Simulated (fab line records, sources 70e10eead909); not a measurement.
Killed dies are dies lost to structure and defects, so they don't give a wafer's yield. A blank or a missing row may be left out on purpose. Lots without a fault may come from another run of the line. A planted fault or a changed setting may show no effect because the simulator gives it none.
A struck lot beside a sound one | flow nand_harc | 21 steps out of a route of 1302
Sound: wafers L333.4, L333.5, L333.6. Struck: wafers L336.1, L336.3, L336.5. The cause comes at the end.
At each step with rows: each side's tool, then ch and its chambers, then its first start. Under that, the readings that differ: sound wafers | struck wafers | difference of the means | sigmas: that difference in standard deviations of wafers without a fault.
alike: readings whose means differ by less than 2 such deviations, and words and numbers that are the same on both sides. not compared: withheld readings, readings that some wafer has no value for, bounds like >300 that may hide the same value, and numbers for which the record gives no deviation and whose values overlap.
The two part at a step that has a row with sigmas, a row that says differs or no value, or rows on one side only. Numbers that don't overlap but have no deviation are shown without sigmas and don't part them. A reading that every wafer of one side lacks parts them only if that side has two wafers or more.

NHARC_A_SGD_CUT_INSPECT_11:
  sound on defect_inspect-02, day 21 11:58; struck on defect_inspect-01, day 23 12:14
  alike: raw_defect_count
then, 1 step without rows for these wafers: NHARC_A_SGD_CUT_DESCUM_14 (chemistry O2, time 3 s).
NHARC_A_SGD_CUT_ETCH_58: etches the open film in CF4, target depth 39 nm, time 65 s.
  sound on rie_diel-11 ch 0,2,3, day 21 12:10; struck on rie_diel-10 ch 0,1,3, day 23 12:23
  alike: chamber_pressure_mTorr, drypump_motor_current_A, oes_product_au, rf_vpp_V, showerhead_plenum_p_Torr, throttle_valve_pct
  not compared: rf_hours_counter_h
then, 2 steps without rows for these wafers: NHARC_A_SGD_CUT_ETCH_59 (etches the open film in N2/H2, target depth 260 nm, time 406.25 s); NHARC_A_SGD_CUT_ETCH_15 (etches the open film in CH3F/O2, target depth 75 nm, time 64.3 s).
NHARC_A_SGD_CUT_ETCH_16: etches the open film in C4F8/O2/Ar, target depth 310.5 nm, time 155.2 s.
  sound on rie_diel-11 ch 0,3; struck on rie_diel-10 ch 1,3
  alike: chamber_pressure_mTorr, oes_product_au, rf_vpp_V
  not compared: rf_hours_counter_h
then, 6 steps without rows for these wafers: NHARC_A_SGD_CUT_STRIP_60 (strips in C4F8/O2/Ar); NHARC_A_SGD_CUT_STRIP_17 (strips in O2); NHARC_A_SGD_CUT_PRECLEAN_18 (cleans in SC1); NHARC_A_SGD_CUT_SRD_19; NHARC_A_SGD_CUT_DEP_20 (deposits SiO2, target thk 150 nm); NHARC_A_SGD_CUT_ANNEAL_27 (time 1800 s).
NHARC_A_SGD_CUT_CMP_21: polishes, target thk 148.19 nm.
  sound on cmp-02 ch 1,2,3, day 21 19:11; struck on cmp-02 ch 1,3, day 23 18:13
  alike: motor_current_A, time_to_endpoint_s
NHARC_A_SGD_CUT_THK_MEAS_22: measures by ellipsometry.
  sound on film_metro-02, day 21 19:24; struck on film_metro-02, day 23 18:28
  alike: thk_nm
then, 2 steps without rows for these wafers: NHARC_A_SGD_CUT_SRD_23; NHARC_A_SGD_CUT_ETCH_26 (etches SiO2 in dHF, target depth 45.8 nm).
NHARC_A_SGD_CUT_ETCHBACK_24: etches the open film in CH3F/O2, target depth 50 nm, time 92.857 s.
  sound on rie_diel-10 ch 0,2,3, day 21 19:39; struck on rie_diel-10 ch 0,3, day 23 18:41
  reading               | sound          | struck         | difference | sigmas
  oes_product_au (a.u.) | 0.99 1.00 0.98 | 0.92 0.91 0.92 | -0.07      | -2
  alike: chamber_pressure_mTorr, drypump_motor_current_A, rf_vpp_V, showerhead_plenum_p_Torr, throttle_valve_pct
  not compared: rf_hours_counter_h
NHARC_A_SGD_CUT_STRIP_28: strips in O2, time 20 s.
  sound on rie_diel-10 ch 0,1; struck on rie_diel-10 ch 1,2,3
  alike: chamber_pressure_mTorr, drypump_motor_current_A, oes_product_au, rf_vpp_V, showerhead_plenum_p_Torr, throttle_valve_pct
  not compared: rf_hours_counter_h
NHARC_A_SGD_CUT_INSPECT_25:
  sound on defect_inspect-02, day 21 19:52; struck on defect_inspect-01, day 23 18:56
  reading          | sound       | struck      | difference | sigmas
  raw_defect_count | 417 393 336 | 621 720 737 | +311       | +4
NHARC_A_SLIT_DEP_25: deposits SiO2, target thk 200 nm.
  sound on pecvd-03 ch 0,1,2, day 21 20:03; struck on pecvd-03 ch 1,2, day 23 19:00
  alike: heater_power_w, showerhead_vpp_V, throttle_valve_pct
-- the record jumps here: 5 days lie between the struck wafers' starts before and after (it left off in module A_SLIT and takes up again in module END, whose first step shown is number 1302 of the route) --
NHARC_END_SORT_01:
  sound on prober-02 ch 0, day 26 20:39; struck on prober-02 ch 0, day 28 10:50
  reading         | sound    | struck      | difference | sigmas
  killed_at_array | 72 83 81 | 275 286 289 | +205       | +11
  killed_dies     | 79 86 87 | 278 290 293 | +203       | +11
  killed_short    | 6 3 3    | 0 0 1       | -4         | -2
  alike: killed_at_other, killed_at_periphery, killed_open

WHERE THEY PART
First at NHARC_A_SGD_CUT_ETCHBACK_24; last, within this record, at NHARC_END_SORT_01.

WHY: what the simulator had put in
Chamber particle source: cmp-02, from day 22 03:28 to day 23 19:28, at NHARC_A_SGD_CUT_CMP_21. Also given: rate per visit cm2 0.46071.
